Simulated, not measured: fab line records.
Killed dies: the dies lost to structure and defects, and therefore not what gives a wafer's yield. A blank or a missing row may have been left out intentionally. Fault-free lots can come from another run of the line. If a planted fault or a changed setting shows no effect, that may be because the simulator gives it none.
Split-lot trial | flow n5 finfet | 21 wafers read from 7 lots, route of 1938 steps

== ON THE SPLIT ==
At N5_BEOL_M12_COAT_04 (resist thk 400 nm), the setting spin rpm was moved away from the recipe's 1625 rpm on 7 of the 21 wafers read, by -11.0% to +9.9%. This setting was run at the recipe's value on the other wafers.

The split's own step is where the reading is taken.

== THE READING ==
coat_of_BEOL_M12_COAT_04.thk nm (the simulator's own value, which no gauge read), in nm, at N5_BEOL_M12_COAT_04 (resist thk 400 nm). There is no usual value for it anywhere in the file. The 14 wafers here that ran the recipe average 401.1 nm, standard deviation 0.92 nm.

wafer  | tool, chamber at the split | spin rpm as run, rpm | against the recipe | coat_of_BEOL_M12_COAT_04.thk nm, nm | against lot-mates on the recipe
L077.3 | litho track-03, 0          | 1625                 | recipe             | 401.2                               | -
L077.4 | litho track-03, 0          | 1757                 | +8.1%              | 385.6                               | -15.9
L077.5 | litho track-03, 0          | 1625                 | recipe             | 401.8                               | -
L079.3 | litho track-03, 0          | 1625                 | recipe             | 399.4                               | -
L079.5 | litho track-03, 0          | 1625                 | recipe             | 399.2                               | -
L079.6 | litho track-03, 0          | 1447                 | -11.0%             | 422.6                               | +23.3
L082.4 | litho track-03, 0          | 1625                 | recipe             | 401.8                               | -
L082.5 | litho track-03, 0          | 1625                 | recipe             | 401.2                               | -
L082.6 | litho track-03, 0          | 1625                 | recipe             | 401                                 | -
L091.3 | litho track-04, 0          | 1561                 | -3.9%              | 409.2                               | +8.0
L091.4 | litho track-04, 0          | 1625                 | recipe             | 401                                 | -
L091.5 | litho track-04, 0          | 1625                 | recipe             | 401.4                               | -
L093.1 | litho track-04, 0          | 1728                 | +6.3%              | 389.6                               | -13.2
L093.2 | litho track-04, 0          | 1728                 | +6.3%              | 388                                 | -14.8
L093.4 | litho track-04, 0          | 1625                 | recipe             | 402.8                               | -
L095.2 | litho track-04, 0          | 1786                 | +9.9%              | 383                                 | -17.8
L095.5 | litho track-04, 0          | 1625                 | recipe             | 400.8                               | -
L095.6 | litho track-04, 0          | 1786                 | +9.9%              | 382.8                               | -18.0
L094.2 | litho track-04, 0          | 1625                 | recipe             | 401.6                               | -
L094.4 | litho track-04, 0          | 1625                 | recipe             | 400.4                               | -
L094.6 | litho track-04, 0          | 1625                 | recipe             | 401.8                               | -

THE FIT
A straight line over all 21 wafers: coat_of_BEOL_M12_COAT_04.thk nm changes by -1.91 nm for each +1% of spin rpm; r = -1.00; the points scatter about the line by 0.88 nm.
The same after taking each lot's own level away (the mean of its wafers on the recipe; 21 wafers): -1.99 nm for each +1%; r = -1.00; scatter 0.9 nm.
That fit puts the effect of the largest move of spin rpm on the reading at 22 nm.
The lots' own levels span 399.30 to 402.80 nm, that is 3.8 times the standard deviation above.
So the lot-to-lot level changes the slope little: the two slopes agree.
Check: for one of the wafers moved furthest among these (-11.0%), held out of the fit, the line's prediction against its lot-mates is +21.1 nm. It came out at +23.3 nm against them.

== THE OTHER SPLITS THESE WAFERS WENT THROUGH ==
Before the reading, these wafers also passed through other splits. Each is held against what the fit with the lots' levels taken away leaves over:
other split on the same wafers | wafers away from the commonest value | r with coat_of_BEOL_M12_COAT_04.thk nm (lot level and that fit taken away)
N5_BEOL_M10_COAT_63 spin rpm   | 6                                    | +0.01
N5_BEOL_M10_COAT_64 spin rpm   | 10                                   | -0.22
N5_BEOL_M11_COAT_22 spin rpm   | 10                                   | +0.21
N5_BEOL_M11_ETCH_66 time s     | 6                                    | +0.18

== THE WHOLE CHAIN: every reading that the file lists as answering this split, in the file's order ==
step                 | what it does      | reading                                                                          | change (the file's fit)              | r (the file's)
N5_BEOL_M12_COAT_04  | resist thk 400 nm | coat_of_BEOL_M12_COAT_04.thk nm (the simulator's own value, which no gauge read) | -2.01 nm for each +1% of the setting | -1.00
N5_BEOL_M12_STRIP_63 | strips in N2/H2   | strip time to endpoint s                                                         | withheld for each +1% of the setting | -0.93

== FILE'S OWN FIT ==
coat_of_BEOL_M12_COAT_04.thk nm changes by -2.01 nm for each +1% of spin rpm, r = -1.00.
